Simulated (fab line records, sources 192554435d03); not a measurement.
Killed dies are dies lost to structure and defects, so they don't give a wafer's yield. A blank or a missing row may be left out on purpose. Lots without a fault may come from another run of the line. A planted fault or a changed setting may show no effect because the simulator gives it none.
Which tool did it? | flow n5_finfet | 22 lots, 66 wafers sampled, at 1 step of a route of 1938

WHAT THE GAUGES READ, wafer by wafer
N5_BEOL_M0_CUTY_INSPECT_59: inspects for defects (macro). Usual: raw_defect_count 2.0, standard deviation 1.4.
lot  | measured     | on                | raw_defect_count | flag
L074 | day 5 17:46  | defect_inspect-01 | 2 2 1            |
L075 | day 5 23:32  | defect_inspect-02 | 1 2 2            |
L076 | day 6 01:30  | defect_inspect-02 | 0 2 2            |
L077 | day 6 13:02  | defect_inspect-02 | 2 1 0            |
L078 | day 6 16:47  | defect_inspect-01 | 1 0 4            |
L079 | day 7 00:07  | defect_inspect-02 | 1 3 1            |
L080 | day 7 09:46  | defect_inspect-02 | 2 3 5            |
L082 | day 7 17:10  | defect_inspect-01 | 2 4 3            |
L081 | day 7 18:07  | defect_inspect-01 | 1 2 1            |
L083 | day 8 00:08  | defect_inspect-01 | 0 0 1            |
L084 | day 8 04:25  | defect_inspect-01 | 1 2 0            |
L085 | day 8 19:53  | defect_inspect-02 | 2 3 3            |
L086 | day 8 23:25  | defect_inspect-02 | 3 2 1            |
L087 | day 9 02:17  | defect_inspect-01 | 2 1 1            |
L089 | day 9 11:06  | defect_inspect-02 | 1 2 5            |
L090 | day 9 17:46  | defect_inspect-01 | 1 2 3            |
L091 | day 9 22:33  | defect_inspect-02 | 0 2 2            |
L092 | day 10 06:07 | defect_inspect-02 | 1 1 2            |
L093 | day 10 18:39 | defect_inspect-02 | 1 3 2            |
L094 | day 10 19:46 | defect_inspect-02 | 3 1 1            |
L095 | day 11 01:08 | defect_inspect-01 | 1 5 2            |
L096 | day 11 06:46 | defect_inspect-01 | 3 3 2            |

WHICH TOOL RAN EACH LOT (tool, then ch and the chambers of the sampled wafers, then the start)
The record holds no process step before these readings.

WHAT THE TOOLS THEMSELVES READ (means of the sampled wafers that have a number; where no wafer has one, the mark that the record gives instead)
The record holds no such reading with a usual standard deviation.

THE ANSWER, worked out from the rows above alone
Rule: a lot is off if the mean of its wafers that have a number lies more than 3 standard deviations from the usual mean. A lot without any number at a reading at which 4 lots or more have one is off too. The other lots that the step has rows for count as sound. The gauges are gone through in route order, then the tools' own readings, and for those a lot's mean is taken as printed above. The first step at which some lot is off is used, and at that step the reading that is off furthest; a lot without a number counts as furthest.
No lot is off at any reading shown: from this, nothing can be told.

WHAT THE SIMULATOR HAD PUT IN
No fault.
